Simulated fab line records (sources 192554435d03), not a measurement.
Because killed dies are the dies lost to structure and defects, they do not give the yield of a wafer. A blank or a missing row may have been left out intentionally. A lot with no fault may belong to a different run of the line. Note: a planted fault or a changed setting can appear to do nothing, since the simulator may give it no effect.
Chamber matching || flow n5_finfet || 4 sister chambers for N5_BEOL_M0_SAQP_ETCH_49 on rie_diel-01
The step etches SiO2 in CF4/O2, target depth 37 nm. 4 wafers are shown with their chamber, then 9 later ones without.

WAFERS, EACH WITH ITS CHAMBER
{"wafer": "L078.6", "chamber": 1, "drypump_motor_current_A (A)": 5.2}
{"wafer": "L086.1", "chamber": 3, "drypump_motor_current_A (A)": 6.4}
{"wafer": "L086.3", "chamber": 2, "drypump_motor_current_A (A)": 6.1}
{"wafer": "L086.5", "chamber": 0, "drypump_motor_current_A (A)": 4.8}

WAFERS WITHOUT THEIR CHAMBER
{"wafer": "L091.2", "drypump_motor_current_A (A)": 6.4}
{"wafer": "L091.3", "drypump_motor_current_A (A)": 5.2}
{"wafer": "L091.6", "drypump_motor_current_A (A)": 5.2}
{"wafer": "L094.1", "drypump_motor_current_A (A)": 5.2}
{"wafer": "L094.5", "drypump_motor_current_A (A)": 6.4}
{"wafer": "L094.6", "drypump_motor_current_A (A)": 4.7}
{"wafer": "L095.2", "drypump_motor_current_A (A)": 6.3}
{"wafer": "L095.3", "drypump_motor_current_A (A)": 5.2}
{"wafer": "L095.4", "drypump_motor_current_A (A)": 6.1}

THE CHAMBER EACH PASSED THROUGH
{"wafer": "L091.2", "from the rows above": 3, "in truth": 3}
{"wafer": "L091.3", "from the rows above": 1, "in truth": 1}
{"wafer": "L091.6", "from the rows above": 1, "in truth": 1}
{"wafer": "L094.1", "from the rows above": 1, "in truth": 1}
{"wafer": "L094.5", "from the rows above": 3, "in truth": 3}
{"wafer": "L094.6", "from the rows above": 0, "in truth": 0}
{"wafer": "L095.2", "from the rows above": 3, "in truth": 3}
{"wafer": "L095.3", "from the rows above": 1, "in truth": 1}
{"wafer": "L095.4", "from the rows above": 2, "in truth": 2}
Placed correctly: 9 of 9. Not placeable from these rows: 0. Number placed wrongly: 0.
How it was worked out, from the rows above alone: a wafer's distance from a chamber is the root of the sum, over the readings, of the square of ((its reading less the chamber's mean) divided by the reading's scatter). The wafer belongs to the nearest chamber; if the next one is less than 2 further off, it can't be placed. Each chamber's mean is taken over the wafers shown for it. The scatter: root of mean squared gap, hidden wafer to nearest shown wafer, with one shown wafer a chamber.
